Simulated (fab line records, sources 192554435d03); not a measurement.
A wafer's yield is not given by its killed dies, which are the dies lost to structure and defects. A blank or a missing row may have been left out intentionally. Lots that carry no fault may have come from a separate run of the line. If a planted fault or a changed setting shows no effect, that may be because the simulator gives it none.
fab line records | flow n5-finfet
record lots=7 wafers=18 last-day=18
route steps=1938 shown BEOL_M10@1494 PASSIVATION@1936
lots that met no fault: from a run of the same line without faults
start-h: start of the lot's first displayed wafer, in hours after the record's first day | wait-h: hours elapsed since this lot's preceding step | " same as the row above | L1.1+2: one row covering several wafers at once | - either no value or no given start | * or withheld: withheld | < > ~ a bound
route shown NAME@n: names a module that has steps shown in the file, with the first one's number in the route | usual: the fault-free wafers' mean and standard deviation | same: alike in all rows | chamber/n: place in a boat | sites: readings site by site | _std_site: standard deviation of those values | _edge_site: the outer-site mean with the inner-site mean subtracted | radius-mm: for every site, how far away it sits from the centre of the wafer | mask NAME#n: copy n | behind: tool/chamber where the wafer was last shaped | hold: what put the lot on hold/how long, in hours/how the hold closed | device: names the non-switching transistor (n, p or np) | end of line: tests run on the same wafers once the route is complete | a step without rows: its recipe alone | killed: count of dies lost to structure and defects at first sort (not the wafer's yield) | map: a wafer's dies, x killed, . not, _ none there
set.NAME: the setting that was run; set.NAME@STEP: the one run at that earlier step | model.NAME: the simulator's own value behind a step, which no gauge read
lots at selected steps of the route; one table per step, one row per wafer
services: the hour from which a tool's chamber was out of use, counted from the record's first day as start-h (under 0 if before that day), plus the number of hours and why
## steps
# step N5_BEOL_M10_COAT_63
# recipe resist=SOC temp-c=250 time-s=60 spin-rpm=1500 resist-thk-nm=100
# step N5_BEOL_M10_COAT_64
# recipe resist=SiARC temp-c=220 time-s=60 spin-rpm=1500 resist-thk-nm=30
# step N5_BEOL_M10_COAT_22
# recipe resist=CAR-ArF spin-rpm=1500 resist-thk-nm=90
# step N5_BEOL_M10_EBR_24
# recipe solvent=PGMEA ebr-width-mm=1.5
# step N5_BEOL_M10_SOFTBAKE_23
# recipe temp-c=110 time-s=60 resist=CAR-ArF
# step N5_BEOL_M10_EXPOSE_25
# recipe mask-id=V9 na=1.35 source-shape=annular sigma-inner=0.5 sigma-outer=0.8 polarization=unpolarized dose-mj=85.5
# step N5_BEOL_M10_PEB_26
# recipe peb-temp-c=withheld peb-time-s=60 resist=CAR-ArF
# step N5_BEOL_M10_DEVELOP_27
# recipe develop-time-s=30 developer=TMAH resist=CAR-ArF rinse-liquid=diw dry=air-spin dev-temp-c=23
# step N5_BEOL_M10_CD_MEAS_28
# recipe target-cd-nm=70 landing-energy-ev=500 detector=se-inlens polarity=opening
# usual cd-nm=69.9/1.7
# columns lot.wafer tool chamber start-h wait-h cd-nm
L387.1 cd-sem-02 0 236.35 - 68.1
L387.2 " 0 " " 68.7
L387.5 " 0 " " 68.8
L397.1 cd-sem-03 0 286.59 - 70.6
L397.3 " 0 " " 69.6
L396.1 cd-sem-03 0 292.13 - 70.7
L396.5 " 0 " " 72.4
L399.1 cd-sem-03 0 302.41 - 69.4
L399.5 " 0 " " 70.4
L407.2 cd-sem-02 0 361.16 - 69.0
L407.4 " 0 " " 69.1
L407.6 " 0 " " 69.0
L408.3 cd-sem-01 0 361.33 - 72.3
L408.4 " 0 " " 69.5
L408.6 " 0 " " 68.5
L409.3 cd-sem-03 0 370.06 - 68.4
L409.5 " 0 " " 70.8
L409.6 " 0 " " 67.9
# step N5_BEOL_M10_OVL_MEAS_29
# recipe points-per-wafer=44
# usual V9_OVL=0.5/0.68
# columns lot.wafer tool chamber start-h wait-h V9_OVL[nm]
L387.1 overlay-01 0 236.40 0.1 0.4
L387.2 " 0 " " 0.6
L387.5 " 0 " " 0.3
L397.1 overlay-02 0 286.62 0.0 0.2
L397.3 " 0 " " -0.1
L396.1 overlay-01 0 292.17 0.0 0.7
L396.5 " 0 " " 0.8
L399.1 overlay-01 0 302.45 0.0 1.4
L399.5 " 0 " " 1.6
L407.2 overlay-02 0 361.19 0.0 -0.2
L407.4 " 0 " " -0.5
L407.6 " 0 " " 0.7
L408.3 overlay-02 0 361.36 0.0 0.4
L408.4 " 0 " " 1.2
L408.6 " 0 " " 0.4
L409.3 overlay-02 0 370.09 0.0 0.9
L409.5 " 0 " " 0.9
L409.6 " 0 " " 0.4
# step N5_BEOL_M10_INSPECT_30
# recipe mode=adi inspect-instrument=brightfield
# usual raw-defect-count=392/89
# columns lot.wafer tool chamber start-h wait-h raw-defect-count
L387.1 defect-inspect-02 - 236.43 0.0 423
L387.2 " - " " 359
L387.5 " - " " 312
L397.1 defect-inspect-01 - 286.65 0.0 289
L397.3 " - " " 323
L396.1 defect-inspect-01 - 292.19 0.0 407
L396.5 " - " " 357
L399.1 defect-inspect-01 - 302.47 0.0 450
L399.5 " - " " 470
L407.2 defect-inspect-02 - 361.22 0.0 577
L407.4 " - " " 523
L407.6 " - " " 376
L408.3 defect-inspect-02 - 361.39 0.0 385
L408.4 " - " " 326
L408.6 " - " " 353
L409.3 defect-inspect-01 - 370.11 0.0 539
L409.5 " - " " 557
L409.6 " - " " 475
# step N5_BEOL_M10_DESCUM_33
# recipe chemistry=O2 time-s=7.9 source-power-w=50 bias-power-w=20 pressure-mtorr=20 rf-frequency-hz=2.712e+07 temp-c=40 resist=CAR-ArF o2-flow-sccm=225
# usual drypump-motor-current-A=5.7/0.55 oes-product-au=0.82/0.072 rf-vpp-V=243.4/1.4 showerhead-plenum-p-Torr=2.11/0.074 throttle-valve-pct=20.37/0.15
# columns lot.wafer tool chamber start-h wait-h drypump-motor-current-A oes-product-au rf-hours-counter-h rf-vpp-V showerhead-plenum-p-Torr throttle-valve-pct
L387.1 rie-diel-02 0 236.52 0.1 5.5 0.75 152 243.3 2.07 20.15
L387.2 " 1 " " 5.3 0.73 193 242.2 2.09 20.38
L387.5 " 0 " " 5.5 0.75 - 243.5 2.07 20.16
L397.1 rie-diel-06 1 286.68 0.0 5.5 0.90 24 243.3 2.16 20.47
L397.3 " 0 " " 4.8 0.82 89 241.0 2.03 20.32
L396.1 rie-diel-06 1 292.22 0.0 5.5 0.90 26 243.3 2.16 20.49
L396.5 " 1 " " 5.5 0.91 - 244.0 2.16 20.49
L399.1 rie-diel-06 0 302.50 0.0 4.8 0.81 93 241.6 2.02 20.30
L399.5 " 2 " " 6.4 0.86 - 245.4 2.23 20.47
L407.2 rie-diel-02 0 361.25 0.0 5.5 0.71 200 242.2 2.05 20.21
L407.4 " 3 " " 6.5 0.95 - 241.9 2.05 20.26
L407.6 " 0 " " 5.5 0.71 - 241.9 2.05 20.23
L408.3 rie-diel-06 2 361.71 0.3 6.4 0.81 97 245.3 2.23 20.49
L408.4 " 3 " " 5.7 0.85 63 243.0 2.07 20.23
L408.6 " 1 " " 5.6 0.85 - 242.0 2.15 20.51
L409.3 rie-diel-05 2 370.67 0.6 6.5 0.79 101 245.6 2.19 20.35
L409.5 " 1 " " 5.4 0.87 - 241.5 2.07 20.41
L409.6 " 2 " " 6.4 0.79 - 245.5 2.19 20.34
# step N5_BEOL_M10_ETCH_65
# recipe chemistry=CF4 target=SiARC target-depth-a=390 mask-material=CAR-ArF time-s=65 ion-energy-ev=80 pressure-mtorr=40 source-w=545 bias-w=36 Ar_flow_sccm=100 cf4-flow-sccm=100 ends=cleared
# usual drypump-motor-current-A=5.7/0.54 etch-rf-on-time-s=65.1/2.1 oes-product-au=0.70/0.058 rf-vpp-V=184.1/1.2 showerhead-plenum-p-Torr=2.15/0.071 throttle-valve-pct=15.50/0.16
# columns lot.wafer tool chamber start-h wait-h drypump-motor-current-A etch-rf-on-time-s oes-product-au rf-hours-counter-h rf-vpp-V showerhead-plenum-p-Torr throttle-valve-pct
L387.1 rie-diel-02 0 236.55 0.0 5.5 63.1 0.66 152 183.4 2.14 15.54
L387.2 " 1 " " 5.3 66.6 0.62 193 183.5 2.15 15.72
L387.5 " 0 " " 5.5 63.2 0.67 - 185.2 2.14 15.51
L397.1 rie-diel-06 1 286.72 0.0 5.5 96.4 0.64 24 185.4 2.17 15.48
L397.3 " 0 " " 4.9 96.2 0.58 89 182.8 2.07 15.47
L396.1 rie-diel-06 1 292.26 0.0 5.5 96.0 0.64 26 186.1 2.17 15.48
L396.5 " 1 " " 5.6 64.5 0.75 - 183.3 2.17 15.51
L399.1 rie-diel-06 0 302.54 0.0 4.8 97.3 0.58 93 183.6 2.07 15.49
L399.5 " 2 " " 6.4 62.7 0.72 - 184.3 2.26 15.48
L407.2 rie-diel-02 0 361.28 0.0 5.5 62.0 0.64 200 182.8 2.12 15.61
L407.4 " 3 " " 6.5 60.8 0.82 - 183.5 2.11 15.45
L407.6 " 0 " " 5.5 62.5 0.64 - 184.8 2.12 15.64
L408.3 rie-diel-06 2 361.74 0.0 6.4 64.0 0.69 97 185.3 2.25 15.53
L408.4 " 3 " " 5.7 66.1 0.71 63 184.5 2.08 15.25
L408.6 " 1 " " 5.5 64.0 0.72 - 184.7 2.16 15.53
L409.3 rie-diel-05 2 370.70 0.0 6.4 68.4 0.67 101 183.6 2.26 15.61
L409.5 " 1 " " 5.4 63.3 0.75 - 184.4 2.10 15.34
L409.6 " 2 " " 6.4 68.2 0.67 - 185.4 2.26 15.60
# step N5_BEOL_M10_ETCH_66
# recipe chemistry=N2/H2 target=SOC target-depth-a=1200 overetch-a=240 mask-material=SiARC temp-c=40 time-s=180 ion-energy-ev=200 pressure-mtorr=30 source-w=840 bias-w=150 n2-flow-sccm=200 h2-flow-sccm=200
# usual drypump-motor-current-A=5.7/0.55 h2-flow-sccm=200.0/0.56 oes-product-au=0.66/0.052 rf-vpp-V=524.1/2.4 showerhead-plenum-p-Torr=2.55/0.082 throttle-valve-pct=17.65/0.26
# columns lot.wafer tool chamber start-h wait-h drypump-motor-current-A h2-flow-sccm oes-product-au rf-hours-counter-h rf-vpp-V showerhead-plenum-p-Torr throttle-valve-pct
L387.1 rie-diel-02 0 236.60 0.0 5.5 200.4 0.62 152 524.7 2.56 17.82
L387.2 " 1 " " 5.3 200.0 0.60 193 524.5 2.52 17.75
L387.5 " 0 " " 5.5 199.3 0.62 - 523.7 2.56 17.83
L397.1 rie-diel-06 1 286.77 0.0 5.5 200.0 0.72 24 525.9 2.57 17.43
L397.3 " 0 " " 4.8 200.7 0.65 89 521.9 2.49 17.97
L396.1 rie-diel-06 1 292.31 0.0 5.6 198.4 0.71 26 526.0 2.57 17.44
L396.5 " 1 " " 5.5 199.2 0.72 - 525.7 2.56 17.44
L399.1 rie-diel-06 0 302.59 0.0 4.8 199.8 0.65 93 522.3 2.48 17.99
L399.5 " 2 " " 6.4 199.5 0.67 - 527.4 2.68 17.55
L407.2 rie-diel-02 0 361.33 0.0 5.5 200.3 0.59 200 522.8 2.54 17.91
L407.4 " 3 " " 6.5 200.1 0.75 - 522.7 2.50 17.57
L407.6 " 0 " " 5.5 199.1 0.59 - 522.8 2.54 17.91
L408.3 rie-diel-06 2 361.79 0.0 6.4 200.1 0.65 97 526.2 2.67 17.60
L408.4 " 3 " " 5.7 200.7 0.69 63 521.5 2.44 17.25
L408.6 " 1 " " 5.6 200.0 0.68 - 525.3 2.55 17.49
L409.3 rie-diel-05 2 370.75 0.0 6.5 200.7 0.65 101 527.6 2.67 17.81
L409.5 " 1 " " 5.5 200.2 0.70 - 521.7 2.47 17.56
L409.6 " 2 " " 6.5 199.3 0.64 - 526.8 2.67 17.81
# step N5_PASSIVATION_PROBE_49
# usual defect-limited-yield=91.6/1.4 killed_at_M0_to_M3=32/9.5 killed_at_M4_up=13/6 killed-at-contacts=12/5.6 killed-at-front-end=39/11 killed-at-other=2.8/2.3 killed-dies=99/16 killed-open=65/12 killed-short=32/7.6 sort_bin_4_leakage=0.1/0.88 sort_bin_5_function=4.8/0.88 sort_bin_6_memory=3.2/0.65 sort_bin_8_speed=0.2/2 sort-n-pass=1077/29 sort-yield-pct=91.2/2.5
# same gross-dies=1180 killed-at-back-side=0
# columns lot.wafer tool chamber start-h wait-h defect-limited-yield[%] killed_at_M0_to_M3 killed_at_M4_up killed-at-contacts killed-at-front-end killed-at-other killed-dies killed-open killed-short sort_bin_4_leakage[%] sort_bin_5_function[%] sort_bin_6_memory[%] sort_bin_8_speed[%] sort-n-pass sort-yield-pct[%]
L387.1 prober-01 - 286.97 0.0 91.2 35 11 16 42 0 104 76 28 0 4.9 3.6 0 1076 91.2
L387.2 prober-01 - 287.02 0.1 91.5 19 7 5 67 2 100 66 33 0 5.4 2.7 0 1080 91.5
L387.5 prober-01 - 287.17 0.2 92.5 23 19 8 39 0 89 63 25 0 4.6 2.7 0 1091 92.5
L397.1 prober-02 - 337.27 0.0 91.0 32 23 5 43 3 106 60 33 0.3 5.2 2.8 0 1070 90.7
L397.3 prober-02 - 337.37 0.1 92.4 42 11 7 27 3 90 43 47 0.6 4.1 3.1 0 1083 91.8
L399.1 prober-02 - 359.60 0.0 92.4 24 9 10 41 6 90 52 28 0.1 3.6 3.1 0 1089 92.3
L399.5 prober-02 - 359.80 0.2 90.2 31 19 14 47 5 116 84 31 0 5.3 4.0 0 1064 90.2
L409.3 prober-02 - 423.03 0.1 89.9 37 9 15 52 6 119 68 49 0 5.3 4.2 0 1061 89.9
L409.5 prober-02 - 423.13 0.2 91.4 37 11 2 42 9 101 61 35 0 4.7 3.1 0 1079 91.4
L409.6 prober-02 - 423.18 0.3 91.9 28 11 10 39 8 96 64 32 0 5.1 2.6 0 1084 91.9
# killed by level:class
L387.1 MOL_CONTACT_COAG:geometric-particle:open=13 FIN_SAQP:geometric-particle:short=9 FIN_SAQP:geometric-particle:open=8 STI_FIN_REVEAL:geometric-particle:open=8 BEOL_M3:geometric-particle:open=8 BEOL_M0_SAQP:geometric-particle:open=7 BEOL_M1:geometric-particle:open=6 BEOL_M2:geometric-particle:open=6
L387.2 STI_FIN_REVEAL:geometric-particle:open=17 FIN_SAQP:geometric-particle:short=15 FIN_SAQP:geometric-particle:open=11 DUMMY_GATE:geometric-particle:open=7 MOL_CONTACT_COAG:geometric-particle:open=5 BEOL_M1:geometric-particle:open=4 BEOL_M3:geometric-particle:open=4 STARTING-WAFER:geometric-particle:short=4
L387.5 FIN_SAQP:geometric-particle:open=11 BEOL_M3:geometric-particle:open=8 FIN_SAQP:geometric-particle:short=7 BEOL_M4:geometric-particle:open=7 STI_FIN_REVEAL:geometric-particle:open=6 MOL_CONTACT_COAG:geometric-particle:open=6 STARTING-WAFER:geometric-particle:open=5 BEOL_M0_SAQP:geometric-particle:short=4
L397.1 BEOL_M4:geometric-particle:open=11 HKMG_FIN:area-etch=11 BEOL_M0_SAQP:geometric-particle:short=9 BEOL_M0_SAQP:geometric-particle:open=7 FIN_SAQP:geometric-particle:open=6 FIN_SAQP:geometric-particle:short=4 GATE_CUT:geometric-particle:open=4 BEOL_M2:geometric-particle:open=4
L397.3 BEOL_M0_SAQP:geometric-particle:short=14 BEOL_M0_SAQP:geometric-particle:open=12 GATE_CUT:geometric-particle:short=8 BEOL_M2:geometric-particle:open=7 BEOL_M4:geometric-particle:open=7 MOL_CONTACT_COAG:geometric-particle:open=6 FIN_SAQP:geometric-particle:short=5 FIN_SAQP:geometric-particle:open=4
L399.1 MOL_CONTACT_COAG:geometric-particle:open=9 FIN_SAQP:geometric-particle:short=7 HKMG_FIN:area-etch=7 FIN_SAQP:geometric-particle:open=5 BEOL_M2:geometric-particle:open=5 BEOL_M3:geometric-particle:open=5 STI_FIN_REVEAL:geometric-particle:short=4 DUMMY_GATE:geometric-particle:open=4
L399.5 STI_FIN_REVEAL:geometric-particle:open=15 MOL_CONTACT_COAG:geometric-particle:open=14 BEOL_M5:geometric-particle:open=9 GATE_CUT:geometric-particle:short=6 BEOL_M1:geometric-particle:open=6 BEOL_M2:geometric-particle:open=6 BEOL_M0_SAQP:geometric-particle:open=5 STI_FIN_REVEAL:geometric-particle:short=4
L409.3 BEOL_M0_SAQP:geometric-particle:short=15 BEOL_M0_SAQP:geometric-particle:open=11 MOL_CONTACT_COAG:geometric-particle:open=10 FIN_SAQP:geometric-particle:open=9 STI_FIN_REVEAL:geometric-particle:open=9 FIN_SAQP:geometric-particle:short=8 BEOL_M2:geometric-particle:open=7 GATE_CUT:geometric-particle:short=6
L409.5 FIN_SAQP:geometric-particle:short=9 FIN_SAQP:geometric-particle:open=8 BEOL_M1:geometric-particle:open=8 STI_FIN_REVEAL:geometric-particle:open=6 BEOL_M0_SAQP:geometric-particle:open=5 BEOL_M0:geometric-particle:open=5 BEOL_M2:geometric-particle:open=5 BEOL_M4:geometric-particle:open=5
L409.6 MOL_CONTACT_COAG:geometric-particle:open=8 BEOL_M4:geometric-particle:open=8 STI_FIN_REVEAL:geometric-particle:open=7 BEOL_M0_SAQP:geometric-particle:short=7 FIN_SAQP:geometric-particle:short=6 BEOL_M3:geometric-particle:open=6 DUMMY_GATE:geometric-particle:open=4 BEOL_M0:geometric-particle:open=4
## services
# columns tool chamber start-h hours kind
rie-diel-05 1 216.85 - clean
rie-diel-05 1 216.85 - consumable-replace:focus-ring
rie-diel-05 0 231.06 1.6 repair
rie-diel-06 - 236.71 0.9 repair
rie-diel-06 0 252.51 12.0 repair
rie-diel-02 3 262.99 5.7 repair
rie-diel-02 - 271.93 0.3 repair
rie-diel-05 0 291.72 5.4 repair
rie-diel-02 3 294.43 - clean
rie-diel-02 3 294.43 - consumable-replace:esc
rie-diel-02 3 294.43 - consumable-replace:focus-ring
rie-diel-02 3 294.43 26.6 scheduled-down
rie-diel-02 3 294.43 26.6 vent-cycle
rie-diel-06 0 295.00 3.9 repair
rie-diel-06 2 319.55 5.6 repair
rie-diel-05 0 340.89 8.1 repair
rie-diel-02 1 357.55 4.5 repair
## key
first-sign step=N5_BEOL_M10_ETCH_65 reading=etch-rf-on-time-s direction=up sigmas=15 usual=* struck=*
effect none on later readings
met-at N5_BEOL_M10_ETCH_65
struck-wafers L396.1,L397.1,L397.3,L399.1
baseline-loss step=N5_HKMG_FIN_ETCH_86 wafers=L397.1
fault kind=process-parameter-drift tool=rie-diel-06 chamber=- onset-h=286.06 steps=N5_BEOL_M10_ETCH_65 channel=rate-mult offset=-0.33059 shape=step end-h=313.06 scope=struck-wafers-only
# baseline-loss: these wafers lose ten dies or more at that step, a loss of the line's own and not of a fault; the sort's usual values leave them out
